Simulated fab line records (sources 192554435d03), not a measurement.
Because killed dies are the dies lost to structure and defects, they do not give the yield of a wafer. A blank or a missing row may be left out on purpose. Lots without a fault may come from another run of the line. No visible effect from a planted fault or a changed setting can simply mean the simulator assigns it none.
fab line records    flow n5Finfet
record lots=4  wafers=12  lastDay=16
route steps=1938 shown BEOL_M5@1123 PASSIVATION@1936
lots untouched by any fault: they come from a run of this same line in which no faults occurred
startH: hours from the record's opening day to when the first of the lot's shown wafers began    waitH: time in hours since the lot's previous step    " repeats the value in the row above    L1.1+2: several wafers, shown together as one row    - no value, or no start was given    * or withheld: withheld    < > ~ a bound
route shown NAME@n: a module of which the file shows steps, and the number in the route of the first    usual: mean and standard deviation over wafers with no fault    same: alike in all rows    chamber/n: place in a boat    sites: each site's reading    _std_site: the values' standard deviation    _edge_site: mean of outer sites minus mean of inner sites    radiusMm: for every site, how far away it sits from the centre of the wafer    mask NAME#n: copy n    behind: the tool/chamber that last shaped the wafer    hold: why the lot was held/for how many hours/how that ended    device: the n, p or np transistor that did not switch    end of line: tests run on the same wafers once the route is complete    a step with no rows: only its recipe    killed: count of dies lost to structure and defects at first sort (not the wafer's yield)    map: a wafer's dies, marking killed ones x, the rest . and places with no die _
set.NAME: the run value of the setting; set.NAME@STEP: its run value at that earlier step    model.NAME: the simulator's own value behind a step, which no gauge read
lots at some steps of the route; a table a step, a row a wafer
services: from which hour (startH, from the record's first day; less than 0 if before it) a tool's chamber was out of use, for how many hours, and why
## steps
# step N5_BEOL_M5_EXPOSE_08
# recipe maskId=M5  na=0.33  sourceShape=annular  sigmaInner=0.4  sigmaOuter=0.8  polarization=unpolarized  targetCdNm=28  doseMj=35.75
# step N5_BEOL_M5_PEB_09
# recipe pebTempC=100  pebTimeS=60  resist=CAR-EUV
# step N5_BEOL_M5_DEVELOP_10
# recipe developTimeS=30  developer=TMAH  resist=CAR-EUV  rinseLiquid=surfactantRinse  dry=airSpin  devTempC=23
# step N5_BEOL_M5_DESCUM_16
# recipe chemistry=O2  timeS=7  sourcePowerW=50  biasPowerW=20  pressureMtorr=20  rfFrequencyHz=2.712e+07  tempC=40  resist=CAR-EUV  o2FlowSccm=225
# step N5_BEOL_M5_ETCH_72
# recipe chemistry=N2/H2  target=underlayer  targetDepthA=65  maskMaterial=CAR-EUV  timeS=5.2  ionEnergyEv=200  pressureMtorr=30  sourceW=840  biasW=150  n2FlowSccm=200  h2FlowSccm=200  ends=cleared
# step N5_BEOL_M5_ETCH_61
# recipe chemistry=CF4  target=SiARC  targetDepthA=156  maskMaterial=CAR-EUV  timeS=26  ionEnergyEv=80  pressureMtorr=40  sourceW=545  biasW=36  Ar_flow_sccm=100  cf4FlowSccm=100  ends=cleared
# step N5_BEOL_M5_ETCH_62
# recipe chemistry=N2/H2  target=SOC  targetDepthA=750  overetchA=150  maskMaterial=SiARC  tempC=40  timeS=112.5  ionEnergyEv=200  pressureMtorr=30  sourceW=840  biasW=150  n2FlowSccm=200  h2FlowSccm=200
# step N5_BEOL_M5_STRIP_63
# recipe chemistry=N2/H2  tempC=40  n2FlowSccm=200  h2FlowSccm=200  rfFrequencyHz=6e+07
# step N5_BEOL_M5_STRIP_73
# recipe chemistry=N2/H2  tempC=40  n2FlowSccm=200  h2FlowSccm=200  rfFrequencyHz=6e+07
# step N5_BEOL_M5_STRIP_64
# recipe chemistry=CF4  resist=SiARC  powerW=300  biasPowerW=75  pressureMtorr=50  cf4FlowSccm=150  rfFrequencyHz=6e+07
# usual cf4FlowSccm=150.1/0.42  drypumpMotorCurrentA=5.5/0.31  oesProductAu=0.77/0.085  rfVppV=271.4/1.2  showerheadPlenumPTorr=1.81/0.039  throttleValvePct=13.69/0.27
lot.wafer  tool        chamber  startH  waitH  cf4FlowSccm  drypumpMotorCurrentA  oesProductAu  rfHoursCounterH  rfVppV  showerheadPlenumPTorr  throttleValvePct
L694.2     rieDiel-01  3        166.70  0.0    149.9        5.2                   0.69          220              270.1   1.79                   13.95
L694.3     "           0        "       "      150.4        5.3                   0.86          31               273.0   1.84                   13.75
L694.5     "           0        "       "      149.4        5.3                   0.87          -                271.6   1.84                   13.75
L697.3     rieDiel-01  0        200.92  0.0    149.6        5.3                   0.85          42               272.1   1.84                   13.75
L697.4     "           2        "       "      150.3        5.9                   0.71          216              270.6   1.75                   13.89
L697.5     "           1        "       "      150.2        5.5                   0.74          -                273.9   1.85                   13.69
L700.1     rieDiel-01  0        208.51  0.0    150.2        5.3                   0.84          44               271.9   1.84                   13.78
L700.3     "           1        "       "      150.2        5.5                   0.74          167              272.4   1.84                   13.68
L700.4     "           3        "       "      150.3        5.2                   0.69          233              270.3   1.79                   14.00
L712.2     rieDiel-06  0        276.28  0.0    149.8        5.3                   0.71          187              271.9   1.84                   13.46
L712.5     "           1        "       "      149.8        6.0                   0.67          -                272.2   1.84                   13.96
L712.6     "           2        "       "      149.1        5.0                   0.82          -                272.1   1.78                   13.41
# step N5_BEOL_M5_HM_OPEN_17
# recipe chemistry=Cl2/BCl3  targetDepthA=200  overetchA=60  target=TiN  maskMaterial=SOC  ionEnergyEv=150  pressureMtorr=10  icpW=1000  biasW=126  Cl2_flow_sccm=53.25  bcl3FlowSccm=21.75  Ar_flow_sccm=25
# step N5_BEOL_M5_STRIP_19
# recipe chemistry=O2  powerW=400  tempC=40  pressureMtorr=30  rfFrequencyHz=6e+07  biasPowerW=0  overashFraction=0.2  o2FlowSccm=225
# step N5_BEOL_M5_COAT_65
# recipe resist=SOC  tempC=250  timeS=60  spinRpm=1500  resistThkNm=60
# step N5_BEOL_M5_COAT_66
# recipe resist=SiARC  tempC=220  timeS=60  spinRpm=1500  resistThkNm=12
# step N5_BEOL_M5_COAT_74
# recipe resist=underlayer  tempC=205  timeS=60  spinRpm=1500  resistThkNm=5
# step N5_BEOL_M5_COAT_22
# recipe resist=CAR-EUV  spinRpm=1500  resistThkNm=30
# step N5_BEOL_M5_EBR_24
# recipe solvent=PGMEA  ebrWidthMm=1.5
# step N5_BEOL_M5_SOFTBAKE_23
# recipe tempC=110  timeS=60  resist=CAR-EUV
# step N5_BEOL_M5_EXPOSE_25
# recipe maskId=V4  na=0.33  sourceShape=quasar  sigmaInner=0.2  sigmaOuter=0.6  polarization=unpolarized  defocusNm=10  doseMj=52.75
# step N5_BEOL_M5_PEB_26
# recipe pebTempC=100  pebTimeS=60  resist=CAR-EUV
# step N5_BEOL_M5_DEVELOP_27
# recipe developTimeS=30  developer=TMAH  resist=CAR-EUV  rinseLiquid=surfactantRinse  dry=airSpin  devTempC=23
# step N5_BEOL_M5_INSPECT_30
# recipe mode=adi  inspectInstrument=brightfield
# usual rawDefectCount=428/90
lot.wafer  tool              chamber  startH  waitH  rawDefectCount
L694.2     defectInspect-02  -        167.56  0.0    344
L694.3     "                 -        "       "      342
L694.5     "                 -        "       "      372
L697.3     defectInspect-02  -        201.59  0.0    1893
L697.4     "                 -        "       "      1793
L697.5     "                 -        "       "      1752
L700.1     defectInspect-02  -        209.23  0.1    1756
L700.3     "                 -        "       "      1814
L700.4     "                 -        "       "      1767
L712.2     defectInspect-02  -        279.37  0.0    516
L712.5     "                 -        "       "      369
L712.6     "                 -        "       "      252
# step N5_BEOL_M5_DESCUM_33
# recipe chemistry=O2  timeS=7  sourcePowerW=50  biasPowerW=20  pressureMtorr=20  rfFrequencyHz=2.712e+07  tempC=40  resist=CAR-EUV  o2FlowSccm=225
# step N5_PASSIVATION_PROBE_49
# usual defectLimitedYield=91.3/1.5  killed_at_M0_to_M3=33/12  killed_at_M4_up=15/5.2  killedAtContacts=12/5.1  killedAtFrontEnd=39/11  killedAtOther=5/3.6  killedDies=103/18  killedOnRim=14/4.3  killedOpen=67/13  killedShort=33/7.8  sort_bin_5_function=5.1/0.96  sort_bin_6_memory=3.2/0.71  sortNPass=1077/18  sortYieldPct=91.3/1.5
# same grossDies=1180  killedAtBackSide=0  sort_bin_4_leakage[%]=0  sort_bin_8_speed[%]=0
lot.wafer  tool       chamber  startH  waitH  defectLimitedYield[%]  killed_at_M0_to_M3  killed_at_M4_up  killedAtContacts  killedAtFrontEnd  killedAtOther  killedDies  killedOnRim  killedOpen  killedShort  sort_bin_5_function[%]  sort_bin_6_memory[%]  sortNPass  sortYieldPct[%]
L697.3     prober-01  -        292.22  0.1    80.6                   17                  169              12                28                3              229         24           49          21           11.5                    4.0                   951        80.6
L697.4     prober-01  -        292.27  0.2    87.1                   15                  82               15                37                3              152         30           52          27           7.2                     3.3                   1028       87.1
L697.5     prober-01  -        292.32  0.2    85.1                   21                  120              3                 29                3              176         24           50          21           8.2                     3.1                   1004       85.1
L700.1     prober-02  -        300.51  0.0    76.6                   43                  169              20                40                4              276         33           75          50           14.9                    4.4                   904        76.6
L700.3     prober-02  -        300.61  0.1    83.1                   37                  114              16                25                7              199         32           56          36           9.5                     3.7                   981        83.1
L700.4     prober-02  -        300.66  0.2    89.5                   29                  61               8                 21                5              124         25           49          27           5.6                     3.1                   1056       89.5
L712.2     prober-01  -        379.22  0.1    91.9                   28                  13               21                28                6              96          13           60          35           5.1                     3.1                   1084       91.9
L712.5     prober-01  -        379.37  0.2    90.8                   44                  6                17                32                9              108         14           70          38           5.5                     3.1                   1072       90.8
L712.6     prober-01  -        379.42  0.3    92.3                   32                  6                18                33                2              91          8            69          22           4.1                     3.3                   1089       92.3
# killed by level:class
L697.3 BEOL_M5:unspecified=158 FIN_SAQP:geometricParticle:open=8 BEOL_M1:geometricParticle:open=8 MOL_CONTACT_COAG:geometricParticle:open=7 MOL_CONTACT_COAG:geometricParticle:short=5 BEOL_M5:geometricParticle:open=4 FIN_SAQP:geometricParticle:short=3 DUMMY_GATE:geometricParticle:open=3
L697.4 BEOL_M5:unspecified=69 MOL_CONTACT_COAG:geometricParticle:open=12 FIN_SAQP:geometricParticle:open=11 STI_FIN_REVEAL:geometricParticle:open=7 FIN_SAQP:geometricParticle:short=6 BEOL_M4:geometricParticle:open=6 BEOL_M1:geometricParticle:open=5 MOL_CONTACT_COAG:geometricParticle:short=3
L697.5 BEOL_M5:unspecified=102 FIN_SAQP:geometricParticle:open=8 BEOL_M5:geometricParticle:open=7 FIN_SAQP:geometricParticle:short=5 BEOL_M1:geometricParticle:open=5 BEOL_M2:geometricParticle:open=5 BEOL_M7:geometricParticle:open=5 STI_FIN_REVEAL:geometricParticle:open=3
L700.1 BEOL_M5:unspecified=151 FIN_SAQP:geometricParticle:short=18 MOL_CONTACT_COAG:geometricParticle:open=15 BEOL_M0_SAQP:geometricParticle:short=12 BEOL_M0_SAQP:geometricParticle:open=11 BEOL_M3:geometricParticle:open=8 BEOL_M2:geometricParticle:open=6 MOL_CONTACT_COAG:geometricParticle:short=5
L700.3 BEOL_M5:unspecified=104 MOL_CONTACT_COAG:geometricParticle:open=11 BEOL_M0_SAQP:geometricParticle:short=10 BEOL_M0_SAQP:geometricParticle:open=10 BEOL_M3:geometricParticle:open=8 FIN_SAQP:geometricParticle:short=6 MOL_CONTACT_COAG:geometricParticle:short=5 STARTING-WAFER:geometricParticle:open=4
L700.4 BEOL_M5:unspecified=48 BEOL_M0_SAQP:geometricParticle:short=11 MOL_CONTACT_COAG:geometricParticle:open=8 BEOL_M0_SAQP:geometricParticle:open=8 BEOL_M4:geometricParticle:open=7 FIN_SAQP:geometricParticle:short=6 BEOL_M3:geometricParticle:open=6 FIN_SAQP:geometricParticle:open=4
L712.2 MOL_CONTACT_COAG:geometricParticle:open=16 BEOL_M0_SAQP:geometricParticle:short=10 BEOL_M0_SAQP:geometricParticle:open=9 STI_FIN_REVEAL:geometricParticle:open=7 GATE_CUT:geometricParticle:short=6 MOL_CONTACT_COAG:geometricParticle:short=5 BEOL_M2:geometricParticle:open=4 BEOL_M4:geometricParticle:open=4
L712.5 MOL_CONTACT_COAG:geometricParticle:open=11 BEOL_M2:geometricParticle:open=10 STI_FIN_REVEAL:geometricParticle:open=8 BEOL_M0_SAQP:geometricParticle:open=8 BEOL_M1:geometricParticle:open=8 MOL_CONTACT_COAG:geometricParticle:short=6 FIN_SAQP:geometricParticle:open=5 BEOL_M2:geometricParticle:short=5
L712.6 MOL_CONTACT_COAG:geometricParticle:open=16 BEOL_M2:geometricParticle:open=12 GATE_CUT:geometricParticle:open=7 BEOL_M1:geometricParticle:open=7 BEOL_M0_SAQP:geometricParticle:short=6 GATE_CUT:geometricParticle:short=5 STI_FIN_REVEAL:geometricParticle:open=4 DUMMY_GATE:geometricParticle:open=4
# map L697.3 (x killed, . not)
_________________..x...x.....________________
______________..x..............._____________
___________x.x.....................__________
__________x.xx..x..................._________
________xx.xxxx.x.....x..x............_______
_______xxxxxxxxxx........x.............______
______xxxxxxxxxxxxxxx....x.............._____
_____xxxxxxxxxxxxxx.x...........x........____
____.xxxxxxxxxxxxxxx.x...x...............x___
___.xxxxxxxxxxxxxxxxx......................__
___..xxxxxxxxxxxxxx.xx.............x.x.....__
__....xxxxxxxxxxxx..x...x......x........x..._
__..x..xxxxxxxxxxx.xx...............x......._
_....x.xxxxxxxxxxxx.x........................
_.....xx.xxxxxx.x.x.....x..........x..x....x.
_........xx.xxxx....x.........x..............
_..........x..x..............................
_.........x........x...xx....................
_.....x.x...x................x...............
_..............x.xx...............x..........
_..........x.x......x....................x...
__x..................x......................_
__.................................x........_
___..x.............................x......x__
___.........x........x.....................__
____..............x.......x...........x...___
_____...............x.........x..........____
______....x...x.x....xx..........x......_____
_______.................x...........x..______
________.x.........xx................._______
__________.....................x...._________
___________..x.................x...__________
______________....x............._____________
_________________...x.....x..________________
# map L700.1 (x killed, . not)
_________________....x.......________________
______________x........x.....x.._____________
___________.xx...xx.......x........__________
__________xxxx...x.........x...x..x._________
________xxxx.x..x....................._______
_______xxxxxxxxxx................xx....______
______.xxxxxxxxxxx..............x......._____
_____xxxxxxxxxxxxxxx.....................____
____.xxxxxxxxxxxxxxxx......x.....x......x.___
___..xxxxxxxxxxxxxxx.x................x....__
___x.xxxxxxxxxxxxxxx.x..x............x.....__
__.x.xxxxxxxxxxxxxx.x.....x.xxx............._
__...xxxxxxxxxxxxxx.x...x...xx.......x..x..._
_.xx...xxxxxxxxxxx.xx....x................x..
_.x.xx.x.xxxxxxx....................x........
_.x......xxx...x.x.x......x.....x...xx.......
_x.xx.....xx.x...x......x...x..x.....xx....x.
_.......xx..............x..............x.....
_....x......x..xx.........xx...x.x.x..x......
_.....x...x............x.......x.............
_x..x...........x....x.....x.............x.x.
__.......................................x.._
__.....................x.x...x.............._
___......x....................x......x.....__
___.....x..x........x.x.x.............x....__
____........x....x.x...............x.....x___
_____.....x.............x.x.............x____
______.x...............x......x....x...x_____
_______................................______
________...................x...x......_______
__________x...xxx...............x.x._________
___________x..............x........__________
______________....x.x..........._____________
_________________.........x.x________________
## services
tool        chamber  startH  hours  kind
rieDiel-01  2        220.13  3.2    repair
rieDiel-06  3        276.06  -      clean
rieDiel-06  3        276.06  -      consumableReplace:focusRing
rieDiel-06  3        276.06  -      consumableReplace:showerhead
## key
firstSign step=N5_BEOL_M5_INSPECT_30  reading=rawDefectCount  direction=up  sigmas=15  usual=428  struck=1796
effect step=N5_PASSIVATION_PROBE_49  reading=killed_at_M4_up  direction=up  sigmas=20  usual=15  struck=119
moreKillsBornAt N5_BEOL_M5_STRIP_64@rieDiel-01=631
metAt N5_BEOL_M5_STRIP_64
struckWafers L697.3,L697.4,L697.5,L700.1,L700.3,L700.4
onsetBetween 166.70 200.92
fault kind=chamberParticleSource  tool=rieDiel-01  chamber=-  onsetH=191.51  steps=N5_BEOL_M5_STRIP_64  ratePerVisitCm2=2.0807  endH=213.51
